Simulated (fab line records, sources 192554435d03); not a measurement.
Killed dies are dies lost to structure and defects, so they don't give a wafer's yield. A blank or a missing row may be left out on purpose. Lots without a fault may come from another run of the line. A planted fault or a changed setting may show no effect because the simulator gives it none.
Chamber matching | flow n5_finfet | N5_HKMG_FIN_ETCH_86 on rie_diel-04: 4 sister chambers
The step etches SOC in N2/H2, stops on TiN, target depth 393.2 nm. 27 wafers are shown with their chamber, then 12 later ones without.

WAFERS WITH THEIR CHAMBER
wafer  | chamber | drypump_motor_current_A (A) | showerhead_plenum_p_Torr (Torr) | throttle_valve_pct (%)
L074.2 | 0       | 6.1                         | 2.61                            | 17.74
L074.4 | 3       | 5.5                         | 2.60                            | 17.66
L074.6 | 1       | 6.2                         | 2.65                            | 18.03
L075.2 | 2       | 6.0                         | 2.52                            | 17.82
L075.4 | 0       | 6.1                         | 2.61                            | 17.75
L075.5 | 2       | 5.9                         | 2.52                            | 17.83
L076.3 | 3       | 5.5                         | 2.59                            | 17.67
L076.4 | 2       | 6.0                         | 2.52                            | 17.85
L076.5 | 0       | 6.1                         | 2.61                            | 17.75
L077.1 | 0       | 6.1                         | 2.61                            | 17.76
L077.2 | 3       | 5.5                         | 2.59                            | 17.68
L077.3 | 2       | 5.9                         | 2.52                            | 17.84
L077.4 | 1       | 6.2                         | 2.64                            | 18.05
L077.5 | 2       | 5.9                         | 2.52                            | 17.84
L077.6 | 1       | 6.2                         | 2.64                            | 18.06
L078.1 | 3       | 5.5                         | 2.59                            | 17.67
L078.2 | 2       | 5.9                         | 2.52                            | 17.85
L078.3 | 1       | 6.2                         | 2.64                            | 18.06
L078.4 | 2       | 5.9                         | 2.52                            | 17.85
L078.5 | 1       | 6.2                         | 2.64                            | 18.07
L078.6 | 3       | 5.4                         | 2.59                            | 17.67
L081.2 | 0       | 6.1                         | 2.60                            | 17.29
L081.3 | 2       | 5.9                         | 2.52                            | 17.86
L081.4 | 1       | 6.2                         | 2.64                            | 18.07
L082.3 | 2       | 5.9                         | 2.51                            | 17.87
L082.5 | 1       | 6.2                         | 2.64                            | 18.09
L082.6 | 0       | 6.1                         | 2.60                            | 17.32

SIGNATURES (means of the wafers above)
reading                  | chamber 0 | chamber 1 | chamber 2 | chamber 3 | scatter within a chamber
drypump_motor_current_A  | 6.100     | 6.200     | 5.922     | 5.480     | 0.032
showerhead_plenum_p_Torr | 2.6067    | 2.6414    | 2.5189    | 2.5920    | 0.00411
throttle_valve_pct       | 17.6017   | 18.0614   | 17.8456   | 17.6700   | 0.108
Rule: a wafer's distance from a chamber is the root of the sum, over the readings, of the square of ((its reading less the chamber's mean) divided by the reading's scatter). The wafer belongs to the nearest chamber; if the next one is less than 2 further off, it can't be placed. The scatter: the root of (the sum of the squares of (reading less its chamber's mean) over the shown wafers, divided by (wafers less chambers)).

WAFERS WITHOUT THEIR CHAMBER
wafer  | drypump_motor_current_A (A) | showerhead_plenum_p_Torr (Torr) | throttle_valve_pct (%)
L084.3 | 6.0                         | 2.51                            | 17.88
L084.5 | 5.9                         | 2.51                            | 17.88
L084.6 | 6.2                         | 2.63                            | 18.09
L085.3 | 6.1                         | 2.60                            | 17.34
L085.4 | 6.3                         | 2.63                            | 18.08
L085.6 | 6.0                         | 2.51                            | 17.87
L096.1 | 6.0                         | 2.50                            | 17.92
L096.2 | 6.2                         | 2.62                            | 18.13
L096.3 | 5.5                         | 2.58                            | 17.23
L096.4 | 6.1                         | 2.59                            | 17.35
L096.5 | 5.5                         | 2.58                            | 17.23
L096.6 | 5.9                         | 2.50                            | 17.90

WHICH CHAMBER EACH WENT THROUGH
wafer  | from the rows above     | in truth
L084.3 | 2                       | 2
L084.5 | 2                       | 2
L084.6 | 1                       | 1
L085.3 | 0                       | 0
L085.4 | 1                       | 1
L085.6 | 2                       | 2
L096.1 | 2                       | 2
L096.2 | can't be placed: 1 or 0 | 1
L096.3 | 3                       | 3
L096.4 | 0                       | 0
L096.5 | 3                       | 3
L096.6 | 2                       | 2
Placed correctly: 11 of 12. Can't be placed from these rows: 1 (the true chamber is among the candidates in 1). Placed wrongly: 0.
